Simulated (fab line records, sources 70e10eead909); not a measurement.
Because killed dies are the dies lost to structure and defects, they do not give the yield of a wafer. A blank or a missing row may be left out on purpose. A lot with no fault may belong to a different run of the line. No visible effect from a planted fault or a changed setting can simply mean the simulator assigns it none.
Matching of chambers + flow nandHarc + NHARC_A_BONDPAD_ETCH_34 on rieDiel-09: 4 sister chambers
The step etches the open film in N2/H2, target depth 60 nm, overetch 18 nm, time 65.91 s. 18 wafers are shown with their chamber, then 9 later ones without.

## WAFERS PAIRED WITH THEIR CHAMBERS
| wafer  | chamber | drypumpMotorCurrentA (A) | rfVppV (V) | oesProductAu (a.u.) |
|--------|---------|--------------------------|------------|---------------------|
| L322.2 | 2       | 5.1                      | 430.0      | 0.988               |
| L322.4 | 3       | 6.1                      | 432.1      | 0.975               |
| L322.6 | 3       | 6.2                      | 432.1      | 0.986               |
| L323.1 | 2       | 5.1                      | 428.1      | 0.993               |
| L323.2 | 0       | 6.1                      | 434.8      | 0.994               |
| L323.4 | 1       | 6.3                      | 430.6      | 0.988               |
| L329.1 | 0       | 6.1                      | 435.5      | 1.013               |
| L329.3 | 1       | 6.3                      | 430.2      | 1.003               |
| L329.5 | 2       | 5.1                      | 429.2      | 0.998               |
| L327.1 | 3       | 6.1                      | 431.8      | 0.989               |
| L327.5 | 3       | 6.1                      | 431.7      | 0.989               |
| L327.6 | 2       | 5.1                      | 427.9      | 0.987               |
| L326.1 | 0       | 6.1                      | 433.8      | 1.008               |
| L326.2 | 1       | 6.3                      | 431.0      | 0.991               |
| L326.4 | 3       | 6.1                      | 431.8      | 0.998               |
| L330.3 | 3       | 6.1                      | 430.9      | 0.994               |
| L330.4 | 2       | 5.1                      | 428.7      | 1.004               |
| L330.5 | 1       | 6.3                      | 432.3      | 0.995               |

SIGNATURES (means of the wafers above)
| reading              | chamber 0 | chamber 1 | chamber 2 | chamber 3 | scatter within a chamber |
|----------------------|-----------|-----------|-----------|-----------|--------------------------|
| drypumpMotorCurrentA | 6.100     | 6.300     | 5.100     | 6.117     | 0.0244                   |
| rfVppV               | 434.700   | 431.025   | 428.780   | 431.733   | 0.748                    |
| oesProductAu         | 1.00500   | 0.99425   | 0.99400   | 0.98850   | 0.00771                  |
Rule: distance of a wafer from a chamber = root of the sum over the readings of ((wafer's reading minus chamber's mean) / reading's scatter) squared. The wafer belongs to the nearest chamber; if the next one is less than 2 further off, it can't be placed. The scatter: take each reading less its chamber's mean, square it, sum over the shown wafers, divide by the number of wafers less the number of chambers, and take the root.

## WAFERS WITHOUT THEIR CHAMBER
| wafer  | drypumpMotorCurrentA (A) | rfVppV (V) | oesProductAu (a.u.) |
|--------|--------------------------|------------|---------------------|
| L334.2 | 6.1                      | 435.8      | 0.984               |
| L334.3 | 6.3                      | 430.3      | 0.991               |
| L334.6 | 6.1                      | 434.4      | 0.995               |
| L336.1 | 6.1                      | 435.4      | 1.007               |
| L336.2 | 5.1                      | 430.0      | 0.993               |
| L336.3 | 6.3                      | 429.3      | 0.988               |
| L342.1 | 6.3                      | 431.5      | 0.989               |
| L342.2 | 5.1                      | 427.9      | 1.001               |
| L342.5 | 6.1                      | 434.3      | 1.001               |

## EACH ONE'S CHAMBER
| wafer  | from the rows above | in truth |
|--------|---------------------|----------|
| L334.2 | 0                   | 0        |
| L334.3 | 1                   | 1        |
| L334.6 | 0                   | 0        |
| L336.1 | 0                   | 0        |
| L336.2 | 2                   | 2        |
| L336.3 | 1                   | 1        |
| L342.1 | 1                   | 1        |
| L342.2 | 2                   | 2        |
| L342.5 | 0                   | 0        |
Correctly placed: 9 of 9. Left unplaced by these rows: 0. Number placed wrongly: 0.
